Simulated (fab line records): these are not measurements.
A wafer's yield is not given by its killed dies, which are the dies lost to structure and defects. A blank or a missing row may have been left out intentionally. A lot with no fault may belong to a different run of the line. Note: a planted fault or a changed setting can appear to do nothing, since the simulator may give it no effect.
2 desks looking at one fault -- flow n5 finfet -- what lay behind the numbers comes last; until then each desk has only its own

AT THE TOOL OWNER'S DESK: rie diel-02
The tool's own readings at N5_BEOL_M2_TRENCH_ETCH_37 (etches SiOC in C4F6/O2, target depth 55.555 nm, time 29.2 s): means of the sampled wafers that have a number, for each lot that ran on this tool. A lot is out of limits, marked OUT, if its mean lies more than 4 standard deviations from the usual mean; the brackets give that distance.
Columns: A = drypump motor current A at N5_BEOL_M2_TRENCH_ETCH_37, usual 5.8 A; B = oes product au at N5_BEOL_M2_TRENCH_ETCH_37, usual 0.80 a.u.; C = rf vpp V at N5_BEOL_M2_TRENCH_ETCH_37, usual 675 V; D = showerhead plenum p Torr at N5_BEOL_M2_TRENCH_ETCH_37, usual 2.86 Torr; E = throttle valve pct at N5_BEOL_M2_TRENCH_ETCH_37, usual 20.85 %
lot,first seen here,A,B,C,D,E
L785,day 9 14:19,5.7,0.89,696,2.91,20.85
L787,day 11 06:43,6.3,0.81,689,2.95,20.65
L784,day 11 17:58,6.0,0.88,681,2.90,20.92
L790,day 12 03:44,6.1,0.83,684,2.92,20.81
L799,day 13 20:25,5.8,0.76,688,2.89,20.91
Finding of this desk: none of the 5 lots has anything out of limits.

METROLOGY DESK
What the gauges read for every lot (on any tool): the sampled wafers with a number, averaged. A lot is out of limits, marked OUT, if its mean lies more than 4 standard deviations from the usual mean; the brackets give that distance. Of its 13 readings 7 are shown: the one that was out of limits first, and those that lie furthest out on some lot.
Columns: A = trench depth nm at N5_BEOL_M2_OCD_MEAS_38, usual 55.3 nm; B = M2_THK at N5_BEOL_M2_THK_MEAS_53, usual 39.4 nm; C = M2_RS at N5_BEOL_M2_RS_MEAS_58, usual 0.67 ohm/sq; D = DIBL_N at N5_BEOL_M4_RC_MEAS_101, usual 35.8 mV/V; E = ION_N at N5_BEOL_M4_RC_MEAS_101, usual 668 uA/um; F = SS_N at N5_BEOL_M4_RC_MEAS_101, usual 71.4 mV/dec; G = VT_P at N5_BEOL_M4_RC_MEAS_101, usual -251 mV
lot,first seen here,A,B,C,D,E,F,G
L785,day 9 14:28,56.1,40.5,0.66,35.6,664,71.3,-251
L787,day 11 06:52,53.7,36.7,0.72,35.2,666,71.4,-255
L784,day 11 18:07,55.9,41.2,0.64,36.0,669,71.6,-249
L790,day 12 03:53,54.8,38.6,0.68,37.6,663,72.2,-250
L786,day 12 03:57,55.8,41.4,0.62,35.4,668,70.9,-251
L792,day 13 05:09,55.5,40.6,0.65,36.2,674,71.4,-252
L799,day 13 20:34,46.6 (-6.2) OUT,29.9 (-5.0) OUT,1.67 (+24) OUT,35.3,652,71.3,-251
L800,day 14 00:10,56.3,39.7,0.66,36.7,673,71.4,-251
Finding of this desk: L799 out of limits; the first was L799 at day 13 20:34, on trench depth nm at N5_BEOL_M2_OCD_MEAS_38. In limits: L785, L787, L784, L790, L786, L792, L800.

PUT TOGETHER
On L799, the metrology desk was in a position to raise an alarm at day 13 20:34.
The desk of the tool owner found nothing out of limits.
The tool owner's desk has L799 on record, within its limits.
On rie diel-02, each named lot ran N5_BEOL_M2_TRENCH_ETCH_37.

WHAT THE SIMULATOR PUT IN
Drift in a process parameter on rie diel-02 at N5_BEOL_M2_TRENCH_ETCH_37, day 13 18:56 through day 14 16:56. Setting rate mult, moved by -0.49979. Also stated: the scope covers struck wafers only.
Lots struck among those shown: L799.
Per desk, hours elapsed from the start of the fault to the first reading out of limits: for the metrology desk, 2.
